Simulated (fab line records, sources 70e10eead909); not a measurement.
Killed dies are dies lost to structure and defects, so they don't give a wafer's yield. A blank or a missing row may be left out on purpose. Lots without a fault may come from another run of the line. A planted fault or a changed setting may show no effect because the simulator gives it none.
Chamber matching | flow nand_harc | NHARC_A_ZERO_WELL_ETCH_13 on rie_si-06: 4 sister chambers
The step etches the open film in HBr/Cl2, target depth 120 nm, time 40.1 s. 4 wafers are shown with their chamber, then 7 later ones without.

WAFERS WITH THEIR CHAMBER
wafer  | chamber | oes_product_au (a.u.)
L088.2 | 1       | 1.010
L088.5 | 3       | 0.990
L090.1 | 0       | 1.000
L090.3 | 2       | 0.999

WAFERS WITHOUT THEIR CHAMBER
wafer  | oes_product_au (a.u.)
L090.6 | 1.008
L092.1 | 1.012
L092.2 | 1.012
L092.5 | 1.001
L093.3 | 1.003
L093.5 | 1.014
L093.6 | 0.991

WHICH CHAMBER EACH WENT THROUGH
wafer  | from the rows above          | in truth
L090.6 | 1                            | 1
L092.1 | 1                            | 1
L092.2 | 1                            | 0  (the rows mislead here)
L092.5 | can't be placed: 0 or 2      | 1
L093.3 | can't be placed: 0 or 2 or 1 | 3
L093.5 | 1                            | 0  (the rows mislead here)
L093.6 | 3                            | 3
Placed correctly: 3 of 7. Can't be placed from these rows: 2 (the true chamber is among the candidates in 0). Placed wrongly: 2.
How it was worked out, from the rows above alone: a wafer's distance from a chamber is the root of the sum, over the readings, of the square of ((its reading less the chamber's mean) divided by the reading's scatter). The wafer belongs to the nearest chamber; if the next one is less than 2 further off, it can't be placed. A chamber's mean is the mean of its shown wafers. The scatter: with one shown wafer a chamber, the root of the mean of the squares of how far each hidden wafer lies from its nearest shown one.
